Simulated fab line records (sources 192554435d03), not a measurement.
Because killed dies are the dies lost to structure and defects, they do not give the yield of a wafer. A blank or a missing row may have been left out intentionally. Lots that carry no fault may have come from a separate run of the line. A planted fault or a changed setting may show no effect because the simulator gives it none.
A lot that was struck, set against a sound lot    flow n5-finfet    15 steps out of a route of 1938
Sound: wafers L994.1, L994.2, L994.5. Struck: wafer L106.1. (L106.5, L106.6 of the same lot were not struck and are left out.) The cause comes at the end.
At each step with rows: each side's tool, then ch and its chambers, then its first start. Under that, the readings that differ: sound wafers    struck wafers    difference of the means    sigmas: that difference in standard deviations of wafers without a fault.
alike: a reading whose means differ by less than 2 such deviations, as well as words and numbers matching on both sides. not compared: withheld readings; readings where some wafer has no value; bounds like >300 that might hide an equal value; numbers whose values overlap and for which the record gives no deviation.
The two part at a step that has a row with sigmas, a row that says differs or no value, or rows on one side only. Non-overlapping numbers with no deviation appear without sigmas and do not part them. A reading missing from all wafers of one side parts the sides only when that side holds two or more wafers.

first, 7 steps without rows for these wafers: N5_BEOL_M7_COAT_71 (time 60 s, resist thk 5 nm); N5_BEOL_M7_COAT_22 (resist thk 30 nm); N5_BEOL_M7_EBR_24; N5_BEOL_M7_SOFTBAKE_23 (time 60 s); N5_BEOL_M7_EXPOSE_25 (exposes mask V6, target cd 40 nm); N5_BEOL_M7_PEB_26 (peb time 60 s); N5_BEOL_M7_DEVELOP_27 (develop time 30 s).
N5_BEOL_M7_CD_MEAS_28: the cd target is 40 nm.
  sound on cd-sem-01 ch 0, day 11 01:13; struck on cd-sem-02 ch 0, day 14 19:51
reading     sound              struck  difference  sigmas
cd-nm (nm)  39.78 40.05 40.32  39.55   -0.50       -2
N5_BEOL_M7_OVL_MEAS_29:
  sound on overlay-01 ch 0, day 11 01:14; struck on overlay-01 ch 0, day 14 19:53
  alike: V6_OVL
N5_BEOL_M7_INSPECT_30: inspects for defects (brightfield).
  sound on defect-inspect-02, day 11 01:18; struck on defect-inspect-02, day 14 19:56
  alike: raw-defect-count
N5_BEOL_M7_DESCUM_33: chemistry O2, time 7 s.
  sound on rie-diel-05 ch 0,3, day 11 01:38; struck on rie-diel-05 ch 3, day 14 20:16
  alike: drypump-motor-current-A, oes-product-au, rf-vpp-V, showerhead-plenum-p-Torr, throttle-valve-pct
  not compared: rf-hours-counter-h
N5_BEOL_M7_ETCH_72: etches underlayer in N2/H2, target depth 6.5 nm, time 5.2 s.
  sound on rie-diel-05 ch 0,3, day 11 01:40; struck on rie-diel-05 ch 3, day 14 20:17
  alike: drypump-motor-current-A, etch-rf-on-time-s, oes-product-au, rf-vpp-V, showerhead-plenum-p-Torr, throttle-valve-pct
  not compared: rf-hours-counter-h
N5_BEOL_M7_ETCH_65: etches SiARC in CF4, target depth 15.6 nm, time 26 s.
  sound on rie-diel-05 ch 0,3, day 11 01:41; struck on rie-diel-05 ch 3, day 14 20:19
reading                sound           struck  difference  sigmas
etch-rf-on-time-s (s)  25.1 25.8 25.5  17.1    -8.4        -16
oes-product-au (a.u.)  0.69 0.76 0.69  0.86    +0.15       +2
  alike: drypump-motor-current-A, rf-vpp-V, showerhead-plenum-p-Torr, throttle-valve-pct
  not compared: rf-hours-counter-h
N5_BEOL_M7_ETCH_66: etches SOC in N2/H2, target depth 80 nm, overetch 16 nm, time 120 s.
  sound on rie-diel-05 ch 0,3, day 11 01:43; struck on rie-diel-05 ch 3, day 14 20:20
  alike: drypump-motor-current-A, oes-product-au, rf-vpp-V, showerhead-plenum-p-Torr, throttle-valve-pct
  not compared: rf-hours-counter-h
-- the record jumps here: 3 days lie between the struck wafers' starts before and after (it left off in module BEOL_M7 and takes up again in module PASSIVATION, whose first step shown is number 1936 of the route) --
N5_PASSIVATION_PROBE_49:
  sound on prober-01, day 14 14:05; struck on prober-01, day 17 23:18
  alike: defect-limited-yield, killed_at_M0_to_M3, killed_at_M4_up, killed-at-contacts, killed-at-front-end, killed-at-other, killed-dies, killed-open, killed-short, sort_bin_5_function, sort_bin_6_memory, sort-n-pass, sort-yield-pct

== WHERE THEY PART ==
Earliest at N5_BEOL_M7_CD_MEAS_28; latest, in this record, at N5_BEOL_M7_ETCH_65. Later steps at which nothing parts them and some readings are alike: N5_BEOL_M7_ETCH_66, N5_PASSIVATION_PROBE_49.

WHY: what had been put in by the simulator
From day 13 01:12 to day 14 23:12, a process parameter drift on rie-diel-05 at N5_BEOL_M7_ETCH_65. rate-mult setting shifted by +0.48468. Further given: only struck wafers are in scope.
